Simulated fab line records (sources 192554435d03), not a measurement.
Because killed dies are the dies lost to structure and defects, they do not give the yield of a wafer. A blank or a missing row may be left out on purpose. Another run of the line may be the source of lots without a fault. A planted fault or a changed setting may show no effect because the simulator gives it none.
Matching of chambers / flow n5_finfet / 4 sister chambers for N5_BEOL_M11_ETCH_62 on rie_diel-06
The step etches SOC in N2/H2, target depth 110 nm, overetch 22 nm, time 165 s. 4 wafers are shown with their chamber, then 10 later ones without.

== WAFERS WITH THEIR CHAMBER ==
wafer=L088.5; chamber=2; drypump_motor_current_A (A)=5.7
wafer=L088.6; chamber=3; drypump_motor_current_A (A)=5.9
wafer=L090.2; chamber=1; drypump_motor_current_A (A)=6.2
wafer=L090.4; chamber=0; drypump_motor_current_A (A)=5.5

== WAFERS WHOSE CHAMBER IS MISSING ==
wafer=L090.6; drypump_motor_current_A (A)=6.3
wafer=L091.1; drypump_motor_current_A (A)=5.8
wafer=L091.2; drypump_motor_current_A (A)=5.9
wafer=L091.4; drypump_motor_current_A (A)=5.5
wafer=L096.1; drypump_motor_current_A (A)=5.9
wafer=L096.3; drypump_motor_current_A (A)=5.5
wafer=L096.4; drypump_motor_current_A (A)=6.2
wafer=L097.2; drypump_motor_current_A (A)=5.5
wafer=L097.4; drypump_motor_current_A (A)=5.7
wafer=L097.6; drypump_motor_current_A (A)=5.5

== EACH ONE'S CHAMBER ==
wafer=L090.6; from the rows above=1; in truth=1
wafer=L091.1; from the rows above=can't be placed: 2 or 3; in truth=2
wafer=L091.2; from the rows above=3; in truth=3
wafer=L091.4; from the rows above=0; in truth=0
wafer=L096.1; from the rows above=3; in truth=3
wafer=L096.3; from the rows above=0; in truth=0
wafer=L096.4; from the rows above=1; in truth=1
wafer=L097.2; from the rows above=0; in truth=0
wafer=L097.4; from the rows above=2; in truth=2
wafer=L097.6; from the rows above=0; in truth=0
9 of 10 placed correctly. These rows do not allow placing 1 (true chamber among the candidates in 1). Number placed wrongly: 0.
How it was worked out, from the rows above alone: a wafer's distance from a chamber is the root of the sum, over the readings, of the square of ((its reading less the chamber's mean) divided by the reading's scatter). The wafer belongs to the nearest chamber; if the next one is less than 2 further off, it can't be placed. Each chamber's mean is taken over the wafers shown for it. The scatter: with one shown wafer a chamber, the root of the mean of the squares of how far each hidden wafer lies from its nearest shown one.
